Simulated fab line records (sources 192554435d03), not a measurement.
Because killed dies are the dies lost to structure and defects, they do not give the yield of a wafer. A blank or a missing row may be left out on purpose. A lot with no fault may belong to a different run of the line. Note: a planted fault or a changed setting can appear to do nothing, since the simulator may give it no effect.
Matching of chambers    flow n5Finfet    4 sister chambers for N5_BEOL_M6_ETCH_72 on rieDiel-01
The step etches underlayer in N2/H2, target depth 6.5 nm, time 5.2 s. 4 wafers are shown with their chamber, then 7 later ones without.

WAFERS PAIRED WITH THEIR CHAMBERS
wafer   chamber  showerheadPlenumPTorr (Torr)
L086.1  1        2.58
L087.5  3        2.70
L091.2  0        2.65
L091.3  2        2.58

WAFERS MISSING THEIR CHAMBER
wafer   showerheadPlenumPTorr (Torr)
L091.4  2.70
L093.3  2.57
L093.5  2.57
L093.6  2.57
L097.1  2.64
L097.3  2.69
L097.6  2.57

WHICH CHAMBER EACH WENT THROUGH
wafer   from the rows above      in truth
L091.4  3                        3
L093.3  can't be placed: 1 or 2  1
L093.5  can't be placed: 1 or 2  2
L093.6  can't be placed: 1 or 2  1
L097.1  0                        0
L097.3  3                        3
L097.6  can't be placed: 1 or 2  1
Placed correctly: 3 of 7. These rows do not allow placing 4 (true chamber among the candidates in 4). Wrongly placed: 0.
How it was worked out, from the rows above alone: a wafer's distance from a chamber is the root of the sum, over the readings, of the square of ((its reading less the chamber's mean) divided by the reading's scatter). If the next closest chamber is less than 2 further off than the closest, the wafer can't be placed; otherwise it belongs to the closest. For every chamber, the mean is computed from those of its wafers that are shown. The scatter (one wafer shown for each chamber): square how far every hidden wafer sits from the nearest shown wafer, average those squares and take the square root.
